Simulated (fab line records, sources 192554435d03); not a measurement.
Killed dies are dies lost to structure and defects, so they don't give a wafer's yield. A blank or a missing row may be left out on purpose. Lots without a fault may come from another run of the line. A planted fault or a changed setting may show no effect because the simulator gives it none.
Split-lot experiment | flow n5_finfet | 7 lots, 21 wafers read, on a route of 1938 steps

THE SPLIT
At N5_BEOL_M9_ETCH_66 (etches SOC in N2/H2, target depth 80 nm, overetch 16 nm, time 120 s), the setting time_s was moved away from the recipe's 120 s on 4 of the 21 wafers read, by -17.1% to +18.2%. The other wafers ran this setting at the recipe's value.

The reading is taken at the split's own step.

THE READING
SiARC_of_BEOL_M9_COAT_64.thk_nm (the simulator's own value, which no gauge read), in nm, at N5_BEOL_M9_ETCH_66 (etches SOC in N2/H2, target depth 80 nm, overetch 16 nm, time 120 s). The file gives no usual value for it. The 17 wafers here that ran the recipe average 6.5 nm, standard deviation 0.21 nm.

wafer  | tool, chamber at the split | time_s as run, s | against the recipe | SiARC_of_BEOL_M9_COAT_64.thk_nm, nm | against lot-mates on the recipe
L075.2 | rie_diel-04, 0             | 141.8            | +18.2%             | 5.2                                 | -1.1
L075.3 | rie_diel-04, 2             | 120              | recipe             | 6.6                                 | -
L075.5 | rie_diel-04, 1             | 120              | recipe             | 6                                   | -
L074.3 | rie_diel-03, 3             | 99.43            | -17.1%             | 7.4                                 | +0.8
L074.4 | rie_diel-03, 1,0           | 120              | recipe             | 6.6                                 | -
L074.6 | rie_diel-03, 1,0           | 120              | recipe             | 6.6                                 | -
L086.2 | rie_diel-03, 1,2,1         | 120              | recipe             | 6.6                                 | -
L086.5 | rie_diel-03, 1,2,1         | 120              | recipe             | 6.6                                 | -
L086.6 | rie_diel-03, 1,2,1         | 120              | recipe             | 6.6                                 | -
L088.1 | rie_diel-03, 2             | 120              | recipe             | 6.6                                 | -
L088.5 | rie_diel-03, 2             | 120              | recipe             | 6.6                                 | -
L088.3 | rie_diel-03, 3             | 120              | recipe             | 6.4                                 | -
L089.1 | rie_diel-04, 2             | 120              | recipe             | 6.6                                 | -
L089.3 | rie_diel-04, 0             | 120              | recipe             | 6.2                                 | -
L089.4 | rie_diel-04, 1             | 120              | recipe             | 6                                   | -
L092.1 | rie_diel-03, 2,0,2         | 120              | recipe             | 6.6                                 | -
L092.4 | rie_diel-03, 2,0,2         | 120              | recipe             | 6.6                                 | -
L092.6 | rie_diel-03, 2,0,2         | 120              | recipe             | 6.6                                 | -
L097.1 | rie_diel-01, 1             | 136.8            | +14.0%             | 5.6                                 | -1.0
L097.3 | rie_diel-01, 3             | 120              | recipe             | 6.6                                 | -
L097.4 | rie_diel-01, 2             | 136.8            | +14.0%             | 5.8                                 | -0.8
Where a row lists several chambers, the file gives one row for several wafers and doesn't say which wafer went through which chamber.

THE FIT
A straight line over all 21 wafers: SiARC_of_BEOL_M9_COAT_64.thk_nm changes by -0.06 nm for each +1% of time_s; r = -0.90; the points scatter about the line by 0.21 nm.
The same after taking each lot's own level away (the mean of its wafers on the recipe; 21 wafers): -0.0574 nm for each +1%; r = -0.94; scatter 0.16 nm.
On that fit, the largest move of time_s shifts the reading by 1 nm.
The lots' own levels span 6.27 to 6.60 nm, that is 1.6 times the standard deviation above.
So the lot-to-lot level changes the slope little: the two slopes agree.
Check: with one of the wafers moved furthest among these (+18.2%) left out of the fit, the line predicts -1.04 nm for it against its lot-mates. It came out at -1.1 nm against them.

OTHER SPLITS ON THESE WAFERS
These wafers also went through other splits before the reading. Each is held against what the fit with the lots' levels taken away leaves over:
other split on the same wafers     | wafers away from the commonest value | r with SiARC_of_BEOL_M9_COAT_64.thk_nm (lot level and that fit taken away)
N5_BEOL_M6_ETCH_65 target_depth_a  | 7                                    | -0.13
N5_BEOL_M7_ETCH_61 source_w        | 5                                    | +0.27
N5_BEOL_M7_COAT_71 spin_rpm        | 8                                    | -0.08
N5_BEOL_M8_DESCUM_33 time_s        | 7                                    | -0.39
N5_BEOL_M8_TRENCH_ETCH_37 source_w | 7                                    | -0.38

THE FILE'S OWN FIT
SiARC_of_BEOL_M9_COAT_64.thk_nm changes by -0.0565 nm for each +1% of time_s, r = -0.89.
